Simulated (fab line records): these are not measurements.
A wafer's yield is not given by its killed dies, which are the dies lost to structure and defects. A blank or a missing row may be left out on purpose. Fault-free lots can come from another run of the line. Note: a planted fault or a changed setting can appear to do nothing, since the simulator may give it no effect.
Which tool is to blame? | flow nand-harc | 14 lots, 39 wafers sampled, at 5 steps of a route of 1302

== WHAT EACH GAUGE READ, for each wafer ==
NHARC_A_CHANNEL_HOLE_D2_CD_MEAS_18. Usual: cd-nm reads 98.9 nm (standard deviation 3).
lot  | measured     | on        | cd-nm (nm)        | flag
L990 | day 12 23:51 | cd-sem-03 | 102.2 99.6 96.6   |
L991 | day 13 12:31 | cd-sem-03 | 97.2 93.9 98.9    |
L992 | day 14 03:13 | cd-sem-02 | 99.1 99.6 102.6   |
L994 | day 14 08:20 | cd-sem-01 | 95.1 99.5 99.1    |
L995 | day 15 09:02 | cd-sem-02 | 95.4 99.3 101.5   |
L997 | day 15 18:55 | cd-sem-01 | 102.4 100.4 101.4 |
L100 | day 17 06:09 | cd-sem-01 | 100.8 98.5        |
L999 | day 17 06:18 | cd-sem-02 | 102.4 97.4        |
L102 | day 17 14:29 | cd-sem-03 | 97.1 102.9        |
L107 | day 19 19:58 | cd-sem-01 | 93.1 98.5 99.7    |
L109 | day 21 03:21 | cd-sem-03 | 100.5 102.4 100.6 |
L108 | day 21 04:50 | cd-sem-03 | 96.1 101.0 95.8   |
L110 | day 21 18:29 | cd-sem-01 | 104.2 99.4 102.2  |
L112 | day 22 05:25 | cd-sem-01 | 97.1 96.0 98.1    |

NHARC_END_SORT_01. Usual: killed-at-array 52, standard deviation 17; killed-at-other 1.2, standard deviation 1.4; killed-at-periphery 4.7, standard deviation 2.9; killed-dies 58, standard deviation 17; killed-open 3.2, standard deviation 1.9; killed-short 2.4, standard deviation 1.4.
lot  | measured     | on        | killed-at-array | killed-at-other | killed-at-periphery | killed-dies | killed-open | killed-short | flag
L995 | day 27 03:17 | prober-02 | 33              | 0               | 6                   | 39          | 3           | 2            |

== TOOL THAT RAN EACH LOT (tool first, then ch and the chambers of the sampled wafers, then the start) ==
lot  | NHARC_A_CHANNEL_HOLE_D2_ETCH_39               | NHARC_A_CHANNEL_FILL_D2_ALD_03                 | NHARC_A_CHANNEL_FILL_D2_ALD_16
L990 | rie-diel-08 ch 0,3, day 12 23:51 or earlier   | ald-sin-batch-03 ch 0, day 13 19:55 or earlier | ald-hk-02 ch 0,1, day 13 19:55
L991 | rie-diel-13 ch 1,2, day 13 12:31 or earlier   | ald-sin-batch-02 ch 0, day 14 08:20 or earlier | ald-hk-04 ch 2,3, day 14 08:20
L992 | rie-diel-02 ch 0,2,3, day 14 03:13 or earlier | ald-sin-batch-01 ch 0, day 14 21:22 or earlier | ald-hk-03 ch 0,1, day 14 21:22
L994 | rie-diel-13 ch 0,2, day 14 08:20 or earlier   | ald-sin-batch-01 ch 0, day 15 04:18 or earlier | ald-hk-02 ch 0,1,2, day 15 04:18
L995 | rie-diel-08 ch 0,1,2, day 15 09:02 or earlier | ald-sin-batch-01 ch 0, day 16 04:02 or earlier | ald-hk-03 ch 0,2,3, day 16 04:02
L997 | rie-diel-02 ch 2,3, day 15 18:55 or earlier   | ald-sin-batch-03 ch 0, day 16 13:06 or earlier | ald-hk-04 ch 1,2, day 16 13:06
L100 | rie-diel-02 ch 0, day 17 06:09 or earlier     | ald-sin-batch-02 ch 0, day 18 04:05 or earlier | ald-hk-02 ch 2,3, day 18 04:05
L999 | rie-diel-13 ch 3, day 17 06:18 or earlier     | ald-sin-batch-02 ch 0, day 18 04:16 or earlier | ald-hk-02 ch 0,3, day 18 04:16
L102 | rie-diel-08 ch 1,3, day 17 14:29 or earlier   | ald-sin-batch-01 ch 0, day 18 08:23 or earlier | ald-hk-02 ch 0,3, day 18 08:23
L107 | rie-diel-13 ch 1,2,3, day 19 19:58 or earlier | ald-sin-batch-02 ch 0, day 20 17:37 or earlier | ald-hk-04 ch 0,1,3, day 20 17:37
L109 | rie-diel-13 ch 2,3, day 21 03:21 or earlier   | ald-sin-batch-01 ch 0, day 21 21:58 or earlier | ald-hk-04 ch 0,1,3, day 21 21:58
L108 | rie-diel-08 ch 0,2, day 21 04:50 or earlier   | ald-sin-batch-03 ch 0, day 22 00:59 or earlier | ald-hk-03 ch 0,1,2, day 22 00:59
L110 | rie-diel-13 ch 0,2,3, day 21 18:29 or earlier | ald-sin-batch-02 ch 0, day 22 12:44 or earlier | ald-hk-02 ch 1,2,3, day 22 12:44
L112 | rie-diel-02 ch 1,2,3, day 22 05:25 or earlier | ald-sin-batch-02 ch 0, day 23 01:23 or earlier | ald-hk-04 ch 1,3, day 23 01:23
- NHARC_A_CHANNEL_HOLE_D2_ETCH_39: etches the open film in N2/H2, target depth 260 nm, time 325 s.
- NHARC_A_CHANNEL_FILL_D2_ALD_03: deposits SiNx, target thk 6 nm, pulse time 60 s, ald cycles 58.
- NHARC_A_CHANNEL_FILL_D2_ALD_16: deposits SiO2, target thk 1.5 nm, pulse time 10 s, ald cycles 15.

== WHAT THE TOOLS THEMSELVES READ (means of the sampled wafers that have a number; where no wafer has one, the mark that the record gives instead) ==
NHARC_A_CHANNEL_HOLE_D2_ETCH_39. Usual: drypump-motor-current-A 5.6 A, standard deviation 0.39; oes-product-au 0.999 a.u., standard deviation 0.013; rf-vpp-V 431 V, standard deviation 3; showerhead-plenum-p-Torr 2.05 Torr, standard deviation 0.11; throttle-valve-pct 14.171 %, standard deviation 0.0097.
lot  | tool        | drypump-motor-current-A (A) | oes-product-au (a.u.) | rf-vpp-V (V) | showerhead-plenum-p-Torr (Torr) | throttle-valve-pct (%) | flag
L990 | rie-diel-08 | 5.9                         | 0.994                 | 428          | 1.98                            | 14.171                 |
L991 | rie-diel-13 | 5.4                         | 0.982                 | 433          | 2.12                            | 14.171                 |
L992 | rie-diel-02 | 5.7                         | 1.015                 | 431          | 2.08                            | 14.168                 |
L994 | rie-diel-13 | 5.3                         | 0.992                 | 435          | 2.19                            | 14.154                 |
L995 | rie-diel-08 | 5.8                         | 1.004                 | 429          | 2.01                            | 14.180                 |
L997 | rie-diel-02 | 5.4                         | 1.014                 | 430          | 2.01                            | 14.169                 |
L100 | rie-diel-02 | 6.4                         | 1.005                 | 434          | 2.20                            | 14.154                 |
L999 | rie-diel-13 | 5.0                         | 1.007                 | 428          | 1.97                            | 14.174                 |
L102 | rie-diel-08 | 5.9                         | 1.006                 | 434          | 2.12                            | 14.168                 |
L107 | rie-diel-13 | 5.4                         | 0.983                 | 430          | 2.04                            | 14.172                 |
L109 | rie-diel-13 | 5.2                         | 0.988                 | 432          | 2.12                            | 14.183                 |
L108 | rie-diel-08 | 5.5                         | 1.011                 | 429          | 2.00                            | 14.174                 |
L110 | rie-diel-13 | 5.3                         | 0.989                 | 432          | 2.11                            | 14.168                 |
L112 | rie-diel-02 | 5.4                         | 1.000                 | 429          | 1.98                            | 14.171                 |

NHARC_A_CHANNEL_FILL_D2_ALD_03. Usual: precursor-pulse-height-rel reads 0.999 (standard deviation 0.018).
lot  | tool             | precursor-pulse-height-rel | flag
L990 | ald-sin-batch-03 | 1.006                      |
L991 | ald-sin-batch-02 | 0.988                      |
L992 | ald-sin-batch-01 | 0.991                      |
L994 | ald-sin-batch-01 | 0.994                      |
L995 | ald-sin-batch-01 | 1.002                      |
L997 | ald-sin-batch-03 | 1.000                      |
L100 | ald-sin-batch-02 | 0.998                      |
L999 | ald-sin-batch-02 | 1.003                      |
L102 | ald-sin-batch-01 | 1.009                      |
L107 | ald-sin-batch-02 | 1.003                      |
L109 | ald-sin-batch-01 | 1.000                      |
L108 | ald-sin-batch-03 | 0.979                      |
L110 | ald-sin-batch-02 | 1.010                      |
L112 | ald-sin-batch-02 | 1.006                      |

NHARC_A_CHANNEL_FILL_D2_ALD_16. Usual: heater-power-w 444 W, standard deviation 56; precursor-pulse-height-rel 1.000, standard deviation 0.02.
lot  | tool      | heater-power-w (W) | precursor-pulse-height-rel | flag
L990 | ald-hk-02 | 466                | 1.001                      |
L991 | ald-hk-04 | 441                | 1.014                      |
L992 | ald-hk-03 | 432                | 0.983                      |
L994 | ald-hk-02 | 483                | 1.002                      |
L995 | ald-hk-03 | 419                | 1.005                      |
L997 | ald-hk-04 | 401                | 1.011                      |
L100 | ald-hk-02 | 516                | 1.009                      |
L999 | ald-hk-02 | 509                | 0.990                      |
L102 | ald-hk-02 | 505                | 1.013                      |
L107 | ald-hk-04 | 419                | 1.017                      |
L109 | ald-hk-04 | 428                | 1.008                      |
L108 | ald-hk-03 | 435                | 1.003                      |
L110 | ald-hk-02 | 493                | 1.000                      |
L112 | ald-hk-04 | 422                | 1.009                      |

== THE ANSWER, worked out from the rows above alone ==
Rule: a lot counts as off when the mean over its wafers that have a number is more than 3 standard deviations away from the usual mean. Also off: a lot with no number at a reading for which 4 or more lots have one. The other lots that the step has rows for count as sound. After the gauges, taken in route order, come the tools' own readings; for these a lot's mean is taken, as printed above. The first step at which some lot is off is used, and at that step the reading that is off furthest; a lot without a number counts as furthest.
No lot is off on any of the readings shown, so nothing can be concluded from this.

== WHAT THE SIMULATOR HAD PUT IN ==
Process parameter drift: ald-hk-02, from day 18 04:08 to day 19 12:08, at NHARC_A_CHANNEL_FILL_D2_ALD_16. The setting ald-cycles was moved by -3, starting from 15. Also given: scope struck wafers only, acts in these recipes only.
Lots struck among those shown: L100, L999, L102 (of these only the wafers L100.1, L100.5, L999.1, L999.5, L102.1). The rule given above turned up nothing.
